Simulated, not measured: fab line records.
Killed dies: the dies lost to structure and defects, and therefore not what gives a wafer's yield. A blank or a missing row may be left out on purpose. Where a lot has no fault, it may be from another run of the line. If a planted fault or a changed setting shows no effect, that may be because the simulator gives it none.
Split-lot experiment -- flow n5Finfet -- route with 1938 steps; 7 lots, 21 wafers read

== THE SPLIT ITSELF ==
At N5_MOL_CONTACT_COAG_CVD_140 (deposits W, target thk 66.5 nm, time 215 s), the setting targetThkA was moved away from the recipe's 665 angstrom on 4 of the 21 wafers read, by -11.0% to +9.6%. All remaining wafers had this setting at the recipe value.

The split's own step is where the reading is taken.

== THE READING ==
W_of_MOL_CONTACT_COAG_CVD_140.thkNm (the simulator's own value, which no gauge read), in nm, at N5_MOL_CONTACT_COAG_CVD_140 (deposits W, target thk 66.5 nm, time 215 s). The file gives no usual value for it. Here, 17 wafers ran the recipe; their average is 66.3 nm with a standard deviation of 0.77 nm.

wafer,"tool, chamber at the split","targetThkA as run, angstrom",against the recipe,"W_of_MOL_CONTACT_COAG_CVD_140.thkNm, nm",against lot-mates on the recipe
L079.1,"cvdW-02, 0",665,recipe,67.8,-
L079.3,"cvdW-02, 0",665,recipe,67.4,-
L079.6,"cvdW-02, 0",665,recipe,67.6,-
L080.1,"cvdW-02, 1",665,recipe,66.4,-
L080.3,"cvdW-02, 0",665,recipe,66.2,-
L080.5,"cvdW-02, 1",665,recipe,66,-
L090.2,"cvdW-01, 1",665,recipe,66,-
L090.3,"cvdW-01, 0",728.8,+9.6%,72.8,+6.8
L090.4,"cvdW-01, 1",728.8,+9.6%,71.6,+5.6
L093.1,"cvdW-02, 0",665,recipe,66.2,-
L093.2,"cvdW-02, 1",665,recipe,65.8,-
L093.4,"cvdW-02, 1",665,recipe,65.8,-
L095.3,"cvdW-01, 1",591.7,-11.0%,58.4,-7.2
L095.5,"cvdW-01, 0",591.7,-11.0%,59,-6.6
L095.6,"cvdW-01, 1",665,recipe,65.6,-
L096.1,"cvdW-01, 0,1",665,recipe,66.4,-
L096.5,"cvdW-01, 0,1",665,recipe,66.4,-
L096.3,"cvdW-01, 0",665,recipe,67.2,-
L097.3,"cvdW-01, 1",665,recipe,65.8,-
L097.5,"cvdW-01, 1",665,recipe,64.8,-
L097.6,"cvdW-01, 0",665,recipe,65.6,-
If several chambers appear in one row, that row covers several wafers at once and the file leaves open which wafer was in which chamber.

FIT RESULTS
A straight line over all 21 wafers: W_of_MOL_CONTACT_COAG_CVD_140.thkNm changes by +0.657 nm for each +1% of targetThkA; r = +0.97; the points scatter about the line by 0.78 nm.
The same after taking each lot's own level away (the mean of its wafers on the recipe; 21 wafers): +0.635 nm for each +1%; r = +0.99; scatter 0.34 nm.
Per that fit: largest targetThkA move, reading shift of 7 nm.
Across the lots, their own levels run from 65.40 to 67.60 nm, a range of 2.8 times the standard deviation given above.
So the lot-to-lot level changes the slope little: the two slopes agree.
Check: for one of the wafers moved furthest among these (-11.0%), held out of the fit, the line's prediction against its lot-mates is -6.87 nm. Against them it came out at -7.2 nm.

== ADDITIONAL SPLITS CARRIED BY THESE WAFERS ==
Before the reading, these wafers also passed through other splits. Each is held against what the fit with the lots' levels taken away leaves over:
other split on the same wafers,wafers away from the commonest value,r with W_of_MOL_CONTACT_COAG_CVD_140.thkNm (lot level and that fit taken away)
N5_MOL_CONTACT_COAG_VIA_ETCH_117 biasW,10,+0.06

== FILE'S OWN FIT ==
W_of_MOL_CONTACT_COAG_CVD_140.thkNm changes by +0.635 nm for each +1% of targetThkA, r = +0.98.
